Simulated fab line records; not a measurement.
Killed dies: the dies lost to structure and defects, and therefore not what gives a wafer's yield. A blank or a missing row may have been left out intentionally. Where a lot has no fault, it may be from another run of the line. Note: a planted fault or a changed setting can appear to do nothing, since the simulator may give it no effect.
fab line records	flow nandHarc
record: lots: 24	wafers: 72	lastDay: 33
route steps=1302 shown A_SLIT@933 A_WL_FILL@958 A_CONTACT@985
lots untouched by any fault: they come from a run of this same line in which no faults occurred
startH: start of the lot's first displayed wafer, in hours after the record's first day	waitH: hours since the lot's step before	" repeats the value in the row above	L1.1+2: a single row standing in for several wafers	- no value, or no start was given	* or withheld: withheld	< > ~ a bound
route shown NAME@n: names a module that has steps shown in the file, with the first one's number in the route	usual: mean/standard deviation of fault-free wafers	same: alike in all rows	chamber/n: place in a boat	sites: each site's reading	_std_site: the values' standard deviation	_edge_site: the outer-site mean with the inner-site mean subtracted	radiusMm: how far each site lies from the wafer's centre	mask NAME#n: copy n	behind: the last tool/chamber to shape the wafer	hold: what put the lot on hold/how long, in hours/how the hold closed	device: names the non-switching transistor (n, p or np)	end of line: the tests these same wafers got at the end of their route	where a step has no rows: the recipe by itself	killed: at the first sort, the dies lost to defects and structure; wafer yield is something else	map: a wafer's dies, marking killed ones x, the rest . and places with no die _
set.NAME: the setting the step ran with; set.NAME@STEP: the setting that earlier step ran with	model.NAME: the simulator's own value behind a step, which no gauge read
the route's steps for a sample of lots (tables are steps, rows are wafers)
services: the hour from which a tool's chamber was out of use, counted from the record's first day as startH (under 0 if before that day), plus the number of hours and why
== steps ==
step: NHARC_A_SLIT_CD_MEAS_09
recipe: targetCdNm: 300	landingEnergyEv: 500
usual: cdNm: 299.9/0.67
lot.wafer	tool	chamber	startH	waitH	cdNm
L074.3	cdSem-03	0	443.92	-	300.3
L074.5	"	0	"	"	300.8
L074.6	"	0	"	"	299.4
L075.1	cdSem-02	0	453.85	-	300.5
L075.5	"	0	"	"	299.7
L075.6	"	0	"	"	299.7
L076.1	cdSem-03	0	462.78	-	300.5
L076.3	"	0	"	"	300.5
L076.6	"	0	"	"	299.1
L077.2	cdSem-01	0	471.45	-	300.3
L077.4	"	0	"	"	299.1
L077.6	"	0	"	"	300.2
L078.2	cdSem-01	0	471.66	-	299.3
L078.4	"	0	"	"	299.9
L078.6	"	0	"	"	299.0
L079.1	cdSem-03	0	498.54	-	300.0
L079.2	"	0	"	"	299.8
L079.6	"	0	"	"	300.3
L081.4	cdSem-01	0	513.58	-	300.4
L081.5	"	0	"	"	300.2
L081.6	"	0	"	"	299.8
L080.2	cdSem-01	0	515.47	-	300.5
L080.3	"	0	"	"	300.9
L080.5	"	0	"	"	300.0
L082.2	cdSem-02	0	528.05	-	299.2
L082.4	"	0	"	"	299.6
L082.6	"	0	"	"	300.4
L084.2	cdSem-03	0	547.71	-	300.4
L084.3	"	0	"	"	300.1
L084.6	"	0	"	"	299.7
L083.1	cdSem-02	0	547.88	-	300.6
L083.2	"	0	"	"	300.2
L083.4	"	0	"	"	299.9
L085.1	cdSem-02	0	549.60	-	300.0
L085.3	"	0	"	"	300.0
L085.6	"	0	"	"	300.9
L087.1	cdSem-02	0	563.66	-	299.6
L087.3	"	0	"	"	300.0
L087.4	"	0	"	"	300.2
L086.1	cdSem-03	0	564.33	-	299.6
L086.5	"	0	"	"	300.5
L086.6	"	0	"	"	300.0
L089.1	cdSem-02	0	583.38	-	300.5
L089.2	"	0	"	"	300.7
L089.3	"	0	"	"	299.8
L088.3	cdSem-01	0	583.71	-	300.8
L088.4	"	0	"	"	300.4
L088.6	"	0	"	"	300.4
L090.1	cdSem-03	0	609.01	-	299.4
L090.2	"	0	"	"	300.7
L090.5	"	0	"	"	301.5
L091.1	cdSem-03	0	610.40	-	299.0
L091.2	"	0	"	"	300.9
L091.3	"	0	"	"	299.0
L093.1	cdSem-03	0	639.07	-	300.1
L093.3	"	0	"	"	300.0
L093.5	"	0	"	"	299.1
L092.2	cdSem-01	0	639.56	-	298.7
L092.4	"	0	"	"	300.5
L092.6	"	0	"	"	299.7
L094.3	cdSem-02	0	641.58	-	299.4
L094.4	"	0	"	"	300.4
L094.5	"	0	"	"	298.1
L095.2	cdSem-03	0	655.74	-	299.0
L095.3	"	0	"	"	299.0
L095.6	"	0	"	"	300.1
L096.1	cdSem-01	0	655.94	-	300.1
L096.2	"	0	"	"	300.1
L096.4	"	0	"	"	300.2
L097.4	cdSem-03	0	671.43	-	299.3
L097.5	"	0	"	"	299.7
L097.6	"	0	"	"	298.8
step: NHARC_A_SLIT_ETCH_15
recipe: targetDepthA: 62000	overEtchFrac: 0.3	timeS: 1612	ionEnergyEv: 150	o2FlowSccm: 400	cosFlowSccm: 20	arFlowSccm: 0	rfW: 500	biasW: 300	chemistry: O2/COS
usual: drypumpMotorCurrentA: 5.8/0.52	mfcArSccm: 0.010/0.013	oesProductAu: 1.001/0.013	rfVppV: 314.3/2.3	showerheadPlenumPTorr: 3.13/0.14	throttleValvePct: 28.330/0.0081
lot.wafer	tool	chamber	startH	waitH	drypumpMotorCurrentA	mfcArSccm	oesProductAu	rfHoursCounterH	rfVppV	showerheadPlenumPTorr	throttleValvePct
L074.3	rieDiel-13	3	-	-	6.3	0	1.013	5.8	312.0	3.03	28.334
L074.5	"	2	"	"	6.6	0.011	0.998	-	316.6	3.26	28.322
L074.6	"	3	"	"	6.2	0	1.008	-	311.6	3.03	28.325
L075.1	rieDiel-13	0	-	-	5.7	0.033	1.001	7.0	314.2	3.10	28.337
L075.5	"	1	"	"	4.9	0	1.002	-	317.8	3.30	28.325
L075.6	"	0	"	"	5.7	0.033	1.020	-	313.6	3.10	28.323
L076.3	rieDiel-13	0	-	-	5.7	0.033	1.023	8.7	314.1	3.10	28.355
L076.1	"	2	"	"	6.5	0.011	1.003	10.8	317.3	3.26	28.325
L076.6	"	1	"	"	4.9	0	1.012	-	315.7	3.30	28.334
L077.2	rieDiel-01	2	-	-	5.9	0.032	0.972	3.1	313.9	3.04	28.333
L077.4	"	1	"	"	5.2	0.019	0.996	3.8	317.9	3.33	28.334
L077.6	"	3	"	"	5.9	0	1.010	-	312.1	2.94	28.345
L078.2	rieDiel-13	3	-	-	6.3	0	1.011	7.5	312.8	3.03	28.329
L078.4	"	1	"	"	4.9	0	1.010	10.3	316.6	3.30	28.320
L078.6	"	0	"	"	5.7	0.033	1.009	-	314.4	3.10	28.330
L079.1	rieDiel-01	1	-	-	5.2	0.019	0.988	4.6	317.5	3.33	28.320
L079.2	"	2	"	"	5.9	0.032	0.988	4.4	313.4	3.04	28.331
L079.6	"	1	"	"	5.2	0.019	0.995	-	316.6	3.33	28.329
L081.4	rieDiel-01	1	-	-	5.3	0.019	1.009	6.3	317.0	3.33	28.331
L081.5	"	2	"	"	5.9	0.032	0.973	-	312.5	3.04	28.323
L081.6	"	3	"	"	5.9	0	0.995	-	312.0	2.94	28.334
L080.3	rieDiel-01	0	-	-	6.2	0.005	0.994	5.9	316.1	3.27	28.338
L080.2	"	2	"	"	5.9	0.032	0.983	6.7	311.8	3.04	28.328
L080.5	"	0	"	"	6.2	0.005	1.005	-	316.3	3.27	28.327
L082.2	rieDiel-07	0	-	-	6.5	0	1.006	2.0	312.7	3.04	28.336
L082.4	"	1	"	"	5.0	0	1.011	2.2	316.8	3.28	28.323
L082.6	"	0	"	"	6.5	0	0.998	-	312.9	3.04	28.316
L084.3	rieDiel-01	2	-	-	5.9	0.032	0.990	9.6	312.9	3.04	28.324
L084.2	"	0	"	"	6.2	0.005	0.987	8.7	316.7	3.27	28.318
L084.6	"	2	"	"	5.9	0.032	0.984	-	312.0	3.04	28.334
L083.1	rieDiel-13	0	-	-	5.7	0.033	0.998	0.7	315.2	3.10	28.338
L083.4	"	2	"	"	6.6	0.010	1.003	0.8	315.4	3.26	28.333
L083.2	"	3	"	"	6.3	0	1.010	0.7	312.0	3.03	28.321
L085.3	rieDiel-13	0	-	-	5.7	0.033	1.003	1.6	313.9	3.10	28.327
L085.1	"	2	"	"	6.5	0.011	1.000	1.2	317.3	3.26	28.338
L085.6	"	0	"	"	5.7	0.033	1.003	-	314.1	3.10	28.323
L087.4	rieDiel-07	0	-	-	6.5	0	0.996	4.1	313.1	3.04	28.327
L087.1	"	1	"	"	5.0	0	0.989	4.4	316.9	3.28	28.330
L087.3	"	2	"	"	5.7	0	1.012	4.3	310.9	2.91	28.336
L086.1	rieDiel-13	2	-	-	6.6	0.010	1.012	3.0	315.2	3.26	28.328
L086.6	"	3	"	"	6.2	0	1.016	-	313.9	3.03	28.338
L086.5	"	0	"	"	5.7	0.033	1.010	-	313.3	3.10	28.315
L089.1	rieDiel-13	2	-	-	6.5	0.011	0.999	3.8	316.6	3.26	28.346
L089.2	"	3	"	"	6.3	0	1.013	4.9	313.3	3.03	28.327
L089.3	"	1	"	"	4.9	0	1.001	4.0	315.2	3.30	28.326
L088.3	rieDiel-07	3	-	-	5.7	0	0.982	5.6	312.9	3.05	28.322
L088.6	"	2	"	"	5.7	0	0.990	-	311.1	2.91	28.329
L088.4	"	3	"	"	5.7	0	0.984	-	314.3	3.05	28.331
L090.2	rieDiel-13	2	-	-	6.5	0.011	0.980	6.3	316.9	3.26	28.323
L090.1	"	0	"	"	5.7	0.033	1.003	6.7	314.4	3.09	28.326
L090.5	"	3	"	"	6.2	0	1.012	-	312.5	3.03	28.328
L091.1	rieDiel-07	0	-	-	6.5	0	0.975	5.7	312.3	3.04	28.315
L091.2	"	1	"	"	5.0	0	0.978	6.5	316.8	3.27	28.337
L091.3	"	2	"	"	5.6	0	0.988	6.5	311.5	2.91	28.337
L093.1	rieDiel-07	0	-	-	6.5	0	0.996	7.6	311.5	3.03	28.335
L093.3	"	2	"	"	5.7	0	0.995	7.8	311.8	2.91	28.326
L093.5	"	0	"	"	6.5	0	1.004	-	312.3	3.03	28.337
L092.4	rieDiel-01	3	-	-	5.9	0	1.004	1.5	310.3	2.94	28.328
L092.2	"	0	"	"	6.1	0.005	0.988	2.0	316.5	3.27	28.328
L092.6	"	0	"	"	6.2	0.005	1.001	-	315.6	3.27	28.338
L094.4	rieDiel-07	2	-	-	5.7	0	1.007	8.2	309.8	2.91	28.334
L094.3	"	3	"	"	5.6	0	1.006	9.2	313.8	3.05	28.333
L094.5	"	2	"	"	5.7	0	1.003	-	312.2	2.91	28.345
L095.2	rieDiel-01	2	-	-	5.9	0.032	0.963	3.4	312.7	3.04	28.322
L095.3	"	1	"	"	5.2	0.019	1.015	3.5	318.0	3.33	28.342
L095.6	"	3	"	"	5.9	0	1.009	-	310.1	2.94	28.346
L096.2	rieDiel-13	0	-	-	5.7	0.033	1.017	8.4	313.8	3.09	28.322
L096.4	"	1	"	"	4.9	0	1.007	7.7	317.7	3.29	28.332
L096.1	"	3	"	"	6.2	0	1.029	10.2	313.8	3.03	28.331
L097.4	rieDiel-13	0	-	-	5.7	0.033	1.008	10.0	313.1	3.09	28.337
L097.5	"	1	"	"	4.9	0	1.011	-	319.0	3.29	28.331
L097.6	"	2	"	"	6.6	0.011	1.001	-	317.4	3.26	28.318
step: NHARC_A_WL_FILL_ETCHBACK_05
recipe: targetDepthA: 220	timeS: 60	tempC: 40	chemistry: Cl2/BCl3
usual: drypumpMotorCurrentA: 5.7/0.47	oesProductAu: 0.999/0.015
lot.wafer	tool	chamber	startH	waitH	drypumpMotorCurrentA	oesProductAu	rfHoursCounterH
L074.3	rieMetal-03	0	458.77	0.1	5.6	1.009	-
L074.5	"	0	"	"	5.6	1.010	-
L074.6	"	1	"	"	5.9	0.988	-
L075.1	rieMetal-01	1	470.77	0.2	5.4	1.001	1.1
L075.5	"	1	"	"	5.4	1.006	-
L075.6	"	0	"	"	6.3	0.967	-
L076.1	rieMetal-02	1	477.55	0.2	5.9	1.006	0.2
L076.3	"	1	"	"	6.0	1.013	-
L076.6	"	0	"	"	4.8	0.992	-
L077.2	rieMetal-02	0	486.24	0.2	4.8	0.998	0.4
L077.4	"	0	"	"	4.8	0.990	-
L077.6	"	0	"	"	4.8	0.991	-
L078.2	rieMetal-03	0	490.01	0.2	5.6	1.007	2.9
L078.4	"	0	"	"	5.6	1.004	-
L078.6	"	0	"	"	5.6	1.014	-
L079.2	rieMetal-02	0	513.24	0.2	4.8	0.990	1.0
L079.1	"	1	"	"	6.0	1.011	1.0
L079.6	"	1	"	"	6.0	1.006	-
L081.4	rieMetal-03	1	528.53	0.1	5.9	0.996	-
L081.5	"	0	"	"	5.6	1.018	-
L081.6	"	1	"	"	6.0	0.994	-
L080.2	rieMetal-02	0	530.25	0.2	4.8	1.001	1.2
L080.3	"	0	"	"	4.8	0.995	-
L080.5	"	0	"	"	4.8	0.998	-
L082.2	rieMetal-03	1	542.80	0.2	5.9	0.994	0.4
L082.4	"	1	"	"	5.9	0.992	-
L082.6	"	0	"	"	5.6	1.004	-
L084.2	rieMetal-02	0	562.70	0.2	4.8	1.008	1.8
L084.3	"	1	"	"	5.9	1.018	-
L084.6	"	1	"	"	5.9	1.002	-
L083.2	rieMetal-03	1	563.10	0.2	6.0	1.005	0.7
L083.1	"	0	"	"	5.6	1.018	0.7
L083.4	"	0	"	"	5.6	1.014	-
L085.1	rieMetal-02	1	566.71	0.2	5.9	1.014	2.1
L085.3	"	1	"	"	5.9	1.006	-
L085.6	"	0	"	"	4.8	0.988	-
L087.1	rieMetal-03	1	579.45	0.2	6.0	0.991	1.4
L087.3	"	0	"	"	5.6	1.003	-
L087.4	"	1	"	"	6.0	0.986	-
L086.1	rieMetal-02	0	581.07	0.2	4.8	1.005	2.4
L086.6	"	1	"	"	5.9	1.026	-
L086.5	"	0	"	"	4.8	0.997	-
L089.2	rieMetal-03	1	598.14	0.2	6.0	0.988	1.7
L089.1	"	0	"	"	5.6	1.023	1.7
L089.3	"	1	"	"	6.0	0.985	-
L088.4	rieMetal-01	1	598.17	0.2	5.4	1.006	-
L088.3	"	0	"	"	6.3	0.965	-
L088.6	"	0	"	"	6.3	0.968	-
L090.1	rieMetal-03	0	623.83	0.2	5.6	0.995	2.1
L090.2	"	1	"	"	6.0	0.974	2.1
L090.5	"	0	"	"	5.6	0.998	-
L091.1	rieMetal-01	0	623.87	0.2	6.3	0.976	0.5
L091.2	"	1	"	"	5.4	1.010	0.5
L091.3	"	1	"	"	5.4	1.015	-
L093.1	rieMetal-01	1	654.54	0.2	5.4	1.014	0.8
L093.3	"	1	"	"	5.4	1.009	-
L093.5	"	0	"	"	6.3	0.975	-
L092.2	rieMetal-01	0	658.32	0.2	6.3	0.979	1.0
L092.4	"	0	"	"	6.3	0.976	-
L092.6	"	1	"	"	5.4	1.022	-
L094.3	rieMetal-02	1	658.33	0.1	5.9	1.009	-
L094.4	"	0	"	"	4.8	1.011	-
L094.5	"	1	"	"	5.9	1.004	-
L096.2	rieMetal-01	0	670.46	0.2	6.3	0.969	1.5
L096.1	"	1	"	"	5.4	1.012	1.5
L096.4	"	0	"	"	6.3	0.985	-
L095.2	rieMetal-03	1	670.48	0.2	5.9	0.994	3.1
L095.3	"	1	"	"	5.9	0.993	-
L095.6	"	1	"	"	5.9	1.000	-
L097.4	rieMetal-01	0	686.19	0.1	6.3	0.972	-
L097.6	"	0	"	"	6.3	0.966	-
L097.5	"	1	"	"	5.4	1.000	-
step: NHARC_A_CONTACT_DEP_28
recipe: targetThkA: 70000	tempC: 400	material: aC
usual: throttleValvePct: 35.001/0.0097
lot.wafer	tool	chamber	startH	waitH	throttleValvePct
L074.3	aclDep-03	0	478.20	1.5	35.008
L074.5	"	0	479.64	2.9	35.001
L074.6	"	0	"	"	35.016
L075.1	aclDep-02	0	490.61	2.4	35.000
L075.5	"	0	493.40	5.2	35.011
L075.6	"	0	"	"	35.015
L076.1	aclDep-01	0	498.73	3.3	35.007
L076.3	"	0	500.14	4.7	35.000
L076.6	"	0	502.26	6.8	34.977
L077.2	aclDep-01	0	505.54	1.8	34.996
L077.4	"	0	506.98	3.2	35.000
L077.6	"	0	508.42	4.7	35.002
L078.2	aclDep-02	0	508.16	0.8	35.022
L078.4	"	0	509.56	2.2	35.013
L078.6	"	0	510.97	3.6	34.998
L079.1	aclDep-03	0	530.31	0.1	34.981
L079.2	"	0	"	"	35.003
L079.6	"	0	533.84	3.6	34.976
L080.2	aclDep-03	0	550.73	0.8	34.990
L080.3	"	0	"	"	35.000
L080.5	"	0	552.85	2.9	35.000
L081.4	aclDep-02	0	550.97	3.8	35.003
L081.5	"	0	"	"	34.988
L081.6	"	0	"	"	35.009
L082.2	aclDep-03	0	567.51	5.4	34.995
L082.4	"	0	568.92	6.9	35.013
L082.6	"	0	570.34	8.3	35.000
L083.1	aclDep-03	0	584.72	2.7	35.013
L083.2	"	0	"	"	34.999
L083.4	"	0	586.85	4.8	34.999
L084.2	aclDep-02	0	584.78	2.8	34.999
L084.3	"	0	"	"	34.996
L084.6	"	0	587.58	5.6	35.005
L085.1	aclDep-01	0	588.58	3.8	34.996
L085.3	"	0	590.00	5.2	35.002
L085.6	"	0	592.12	7.3	34.972
L087.1	aclDep-03	0	596.45	0.3	35.010
L087.3	"	0	597.87	1.7	35.015
L087.4	"	0	"	"	35.005
L086.1	aclDep-01	0	597.56	1.3	35.018
L086.5	"	0	600.44	4.2	34.999
L086.6	"	0	"	"	34.988
L089.1	aclDep-03	0	619.65	4.6	35.002
L089.2	"	0	"	"	34.997
L089.3	"	0	"	"	34.991
L088.3	aclDep-01	0	623.48	5.8	35.011
L088.4	"	0	"	"	35.006
L088.6	"	0	625.57	7.9	35.014
L090.1	aclDep-03	0	643.87	0.1	35.000
L090.2	"	0	"	"	35.016
L090.5	"	0	646.72	2.9	35.002
L091.1	aclDep-01	0	644.07	0.1	35.005
L091.2	"	0	"	"	35.013
L091.3	"	0	"	"	35.005
L093.1	aclDep-02	0	672.64	1.2	34.986
L093.3	"	0	674.05	2.6	35.007
L093.5	"	0	675.46	4.0	35.001
L094.3	aclDep-01	0	678.77	1.5	34.990
L094.4	"	0	"	"	35.004
L094.5	"	0	"	"	34.996
L092.2	aclDep-02	0	679.48	2.0	35.014
L092.4	"	0	680.90	3.5	35.011
L092.6	"	0	682.33	4.9	35.008
L095.2	aclDep-01	0	693.67	0.8	35.005
L095.3	"	0	"	"	34.990
L095.6	"	0	696.54	3.6	34.990
L096.1	aclDep-01	0	697.25	1.3	34.996
L096.2	"	0	"	"	35.001
L096.4	"	0	699.41	3.5	34.992
L097.4	aclDep-03	0	711.10	2.2	35.010
L097.5	"	0	"	"	34.999
L097.6	"	0	"	"	34.995
step: NHARC_A_CONTACT_ETCH_48
recipe: targetDepthA: 390	overEtchFrac: 0.3	timeS: 65	ionEnergyEv: 80	cf4FlowSccm: 150	arFlowSccm: 0	rfW: 300	biasW: 100	chemistry: CF4
usual: drypumpMotorCurrentA: 5.94/0.26	mfcArSccm: 0.005/0.0092	oesProductAu: 0.996/0.011	rfVppV: 150.9/1	showerheadPlenumPTorr: 1.73/0.052	throttleValvePct: 13.284/0.009
lot.wafer	tool	chamber	startH	waitH	drypumpMotorCurrentA	mfcArSccm	oesProductAu	rfHoursCounterH	rfVppV	showerheadPlenumPTorr	throttleValvePct
L074.3	rieDiel-12	2	481.98	0.1	5.79	0.024	0.989	8	151.1	1.76	13.277
L074.5	"	3	"	"	5.58	0	0.974	-	149.2	1.68	13.286
L074.6	"	0	"	"	5.85	0	1.009	-	152.7	1.70	13.279
L075.1	rieDiel-08	3	495.84	0.1	5.63	0	0.994	20	149.2	1.66	13.295
L075.6	"	1	"	"	6.06	0.005	1.018	-	152.1	1.77	13.284
L075.5	"	2	"	"	6.30	0.005	0.994	-	151.6	1.80	13.303
L076.3	rieDiel-05	0	503.85	0.1	5.41	0.014	0.979	31	151.4	1.72	13.291
L076.1	"	3	"	"	5.74	0.039	0.998	33	152.3	1.70	13.289
L076.6	"	1	"	"	6.04	0	1.010	-	149.6	1.66	13.294
L077.2	rieDiel-12	2	510.15	0.1	5.76	0.024	0.984	16	152.3	1.76	13.289
L077.4	"	1	"	"	5.80	0	1.023	17	151.0	1.76	13.280
L077.6	"	3	"	"	5.58	0	0.972	-	151.0	1.68	13.282
L078.2	rieDiel-08	2	512.56	0.1	6.32	0.005	1.001	25	151.3	1.80	13.274
L078.4	"	1	"	"	6.04	0.005	1.007	23	150.9	1.77	13.292
L078.6	"	2	"	"	6.28	0.005	0.989	-	152.3	1.80	13.286
L079.2	rieDiel-08	1	535.48	0.1	6.05	0.005	1.013	28	151.2	1.77	13.273
L079.1	"	2	"	"	6.32	0.005	0.997	30	152.3	1.80	13.297
L079.6	"	0	"	"	6.06	0	0.977	-	151.7	1.78	13.287
L081.4	rieDiel-05	3	553.99	0.1	5.79	0.039	1.001	51	150.2	1.70	13.274
L081.5	"	1	"	"	6.06	0	1.017	-	149.8	1.65	13.288
L081.6	"	2	"	"	6.08	0.000	1.013	-	150.3	1.74	13.274
L080.2	rieDiel-08	3	555.17	0.1	5.65	0	0.992	0	149.1	1.66	13.286
L080.3	"	1	"	"	6.06	0.005	0.991	0	150.5	1.77	13.281
L080.5	"	3	"	"	5.65	0	0.996	-	149.0	1.66	13.305
L082.2	rieDiel-08	2	572.08	0.1	6.34	0.005	0.990	2	152.4	1.80	13.273
L082.4	"	3	"	"	5.61	0	1.006	2	150.4	1.66	13.294
L082.6	"	0	"	"	6.06	0	1.007	-	151.8	1.78	13.278
L084.3	rieDiel-08	1	589.17	0.1	6.04	0.005	0.989	5	152.4	1.77	13.281
L084.2	"	2	"	"	6.32	0.005	0.991	5	150.4	1.80	13.264
L084.6	"	2	"	"	6.33	0.005	0.990	-	152.7	1.80	13.285
L083.1	rieDiel-08	0	590.57	0.1	6.05	0	1.002	5	150.9	1.78	13.297
L083.2	"	1	"	"	6.06	0.005	0.997	6	150.6	1.77	13.275
L083.4	"	2	"	"	6.34	0.005	0.997	6	151.7	1.80	13.285
L085.3	rieDiel-08	1	593.72	0.1	6.04	0.005	0.998	7	150.8	1.77	13.284
L085.1	"	2	"	"	6.32	0.005	0.992	8	151.1	1.80	13.283
L085.6	"	2	"	"	6.36	0.005	0.995	-	151.5	1.79	13.288
L087.1	rieDiel-08	3	601.73	0.1	5.62	0	0.992	9	151.6	1.66	13.284
L087.3	"	0	"	"	6.04	0	0.999	8	150.3	1.78	13.283
L087.4	"	1	"	"	6.04	0.005	0.992	8	151.1	1.77	13.278
L086.1	rieDiel-05	0	602.91	0.1	5.41	0.014	1.005	3	152.4	1.71	13.282
L086.6	"	1	"	"	6.05	0	1.002	-	150.0	1.65	13.277
L086.5	"	2	"	"	6.11	0.000	1.013	-	151.9	1.73	13.271
L089.1	rieDiel-08	0	624.88	0.1	6.05	0	1.001	12	152.7	1.78	13.280
L089.2	"	1	"	"	6.04	0.005	0.996	12	151.4	1.77	13.298
L089.3	"	3	"	"	5.63	0	0.995	15	149.7	1.66	13.293
L088.4	rieDiel-05	1	627.39	0.2	6.08	0	1.005	15	150.2	1.65	13.284
L088.3	"	2	"	"	6.08	0.000	1.007	12	150.3	1.73	13.279
L088.6	"	0	"	"	5.43	0.014	0.999	-	150.0	1.71	13.289
L090.2	rieDiel-08	0	649.25	0.1	6.06	0	1.005	17	151.7	1.77	13.286
L090.1	"	1	"	"	6.06	0.005	0.998	17	151.7	1.77	13.279
L090.5	"	2	"	"	6.33	0.005	0.974	-	152.2	1.79	13.260
L091.1	rieDiel-08	2	649.65	0.3	6.36	0.005	0.984	20	151.1	1.79	13.302
L091.2	"	0	"	"	6.05	0	1.000	17	151.8	1.77	13.276
L091.3	"	1	"	"	6.05	0.005	1.004	17	152.3	1.77	13.286
L093.3	rieDiel-05	2	677.94	0.1	6.07	0.000	1.008	27	149.8	1.73	13.288
L093.1	"	3	"	"	5.75	0.039	0.981	25	150.2	1.69	13.295
L093.5	"	3	"	"	5.76	0.039	0.981	-	149.8	1.69	13.280
L094.3	rieDiel-08	3	682.69	0.1	5.64	0	1.003	-	150.2	1.66	13.264
L094.4	"	0	"	"	6.03	0	0.990	-	151.0	1.77	13.283
L094.5	"	3	"	"	5.61	0	1.011	-	150.5	1.66	13.287
L092.4	rieDiel-12	0	684.06	0.1	5.82	0	1.003	12	150.4	1.69	13.291
L092.2	"	1	"	"	5.81	0	1.003	15	150.5	1.75	13.283
L092.6	"	1	"	"	5.84	0	1.004	-	152.2	1.75	13.284
L095.2	rieDiel-08	2	698.15	0.1	6.34	0.005	0.986	27	152.9	1.79	13.287
L095.3	"	0	"	"	6.05	0	0.994	27	151.0	1.77	13.280
L095.6	"	2	"	"	6.35	0.005	0.969	-	151.4	1.79	13.287
L096.2	rieDiel-05	1	702.58	0.1	6.06	0	0.982	41	150.5	1.64	13.279
L096.1	"	2	"	"	6.08	0.000	1.005	37	149.3	1.72	13.277
L096.4	"	3	"	"	5.73	0.039	0.993	32	149.9	1.69	13.283
L097.4	rieDiel-08	0	714.13	0.1	6.08	0	0.983	31	151.4	1.77	13.282
L097.5	"	0	"	"	6.05	0	0.985	-	151.2	1.77	13.265
L097.6	"	1	"	"	6.06	0.005	0.988	-	151.5	1.76	13.298
step: NHARC_A_CONTACT_ETCH_116
recipe: sourceW: withheld	pressureMtorr: 20	biasV: 3000	timeS: 190	targetDepthA: 18500	arFlowSccm: withheld	c4f8FlowSccm: withheld	o2FlowSccm: withheld	chemistry: C4F8/O2/Ar
lot.wafer	tool	chamber	startH	waitH	rfHoursCounterH
L074.3	harCapEtch-02	0	484.65	0.1	-
L074.6	"	0	"	"	-
L074.5	"	1	"	"	-
L075.1	harCapEtch-03	0	498.45	0.1	39
L075.5	"	0	"	"	-
L075.6	"	1	"	"	-
L076.1	harCapEtch-02	1	506.51	0.1	90
L076.3	"	1	"	"	-
L076.6	"	1	"	"	-
L077.2	harCapEtch-02	0	512.80	0.1	94
L077.4	"	1	"	"	-
L077.6	"	1	"	"	-
L078.2	harCapEtch-03	0	515.20	0.1	44
L078.4	"	0	"	"	-
L078.6	"	0	"	"	-
L079.2	harCapEtch-02	0	538.10	0.1	99
L079.1	"	1	"	"	99
L079.6	"	0	"	"	-
L081.4	harCapEtch-01	0	556.67	0.1	-
L081.5	"	0	"	"	-
L081.6	"	1	"	"	-
L080.2	harCapEtch-02	0	557.79	0.1	101
L080.3	"	1	"	"	-
L080.5	"	1	"	"	-
L082.2	harCapEtch-02	0	574.68	0.1	104
L082.4	"	0	"	"	-
L082.6	"	1	"	"	-
L084.2	harCapEtch-01	0	591.80	0.1	11
L084.3	"	0	"	"	-
L084.6	"	1	"	"	-
L083.2	harCapEtch-03	1	593.48	0.2	56
L083.1	"	0	"	"	56
L083.4	"	0	"	"	-
L085.1	harCapEtch-01	0	596.36	0.1	13
L085.3	"	1	"	"	-
L085.6	"	1	"	"	-
L087.1	harCapEtch-03	1	604.48	0.1	58
L087.3	"	0	"	"	-
L087.4	"	1	"	"	-
L086.1	harCapEtch-01	0	605.78	0.2	15
L086.6	"	0	"	"	-
L086.5	"	1	"	"	-
L089.2	harCapEtch-03	0	627.48	0.1	63
L089.1	"	1	"	"	63
L089.3	"	1	"	"	-
L088.3	harCapEtch-01	1	630.16	0.1	-
L088.4	"	0	"	"	-
L088.6	"	0	"	"	-
L090.2	harCapEtch-02	1	652.48	0.1	119
L090.1	"	0	"	"	119
L090.5	"	0	"	"	-
L091.2	harCapEtch-01	1	653.60	0.1	26
L091.1	"	0	"	"	26
L091.3	"	0	"	"	-
L093.1	harCapEtch-02	0	680.60	0.1	123
L093.3	"	0	"	"	-
L093.5	"	1	"	"	-
L094.3	harCapEtch-01	1	686.50	0.1	-
L094.4	"	0	"	"	-
L094.5	"	0	"	"	-
L092.2	harCapEtch-03	1	687.02	0.2	72
L092.4	"	1	"	"	-
L092.6	"	1	"	"	-
L095.2	harCapEtch-02	1	700.98	0.2	127
L095.3	"	1	"	"	-
L095.6	"	1	"	"	-
L096.2	harCapEtch-01	1	705.21	0.1	35
L096.1	"	0	"	"	35
L096.4	"	0	"	"	-
L097.4	harCapEtch-01	0	716.83	0.1	-
L097.5	"	1	"	"	-
L097.6	"	0	"	"	-
== services ==
tool	chamber	startH	hours	kind
rieDiel-08	-	441.14	0.4	repair
rieDiel-13	3	445.21	13.6	repair
rieMetal-03	0	456.32	1.9	repair
rieMetal-03	-	478.05	1.5	repair
aclDep-03	-	481.07	13.0	pm
rieDiel-08	2	487.02	3.5	repair
harCapEtch-01	-	497.00	17.0	pm
rieMetal-03	-	504.31	1.2	repair
rieDiel-13	-	519.00	9.0	pm
rieMetal-03	-	519.00	9.0	pm
rieMetal-03	-	532.52	0.2	repair
rieDiel-13	-	532.56	0.9	repair
rieDiel-08	-	544.86	9.0	pm
aclDep-01	-	548.81	13.0	pm
rieDiel-08	0	578.58	4.5	repair
rieDiel-13	-	623.87	0.9	repair
rieDiel-13	0	627.30	6.1	repair
rieDiel-13	2	629.86	14.5	repair
rieDiel-08	3	639.83	13.3	repair
rieDiel-13	0	650.18	3.1	repair
rieDiel-08	3	656.70	1.3	repair
rieDiel-08	1	679.84	5.6	repair
rieDiel-08	2	682.15	12.8	repair
rieDiel-13	-	696.00	9.0	pm
== key ==
fault none
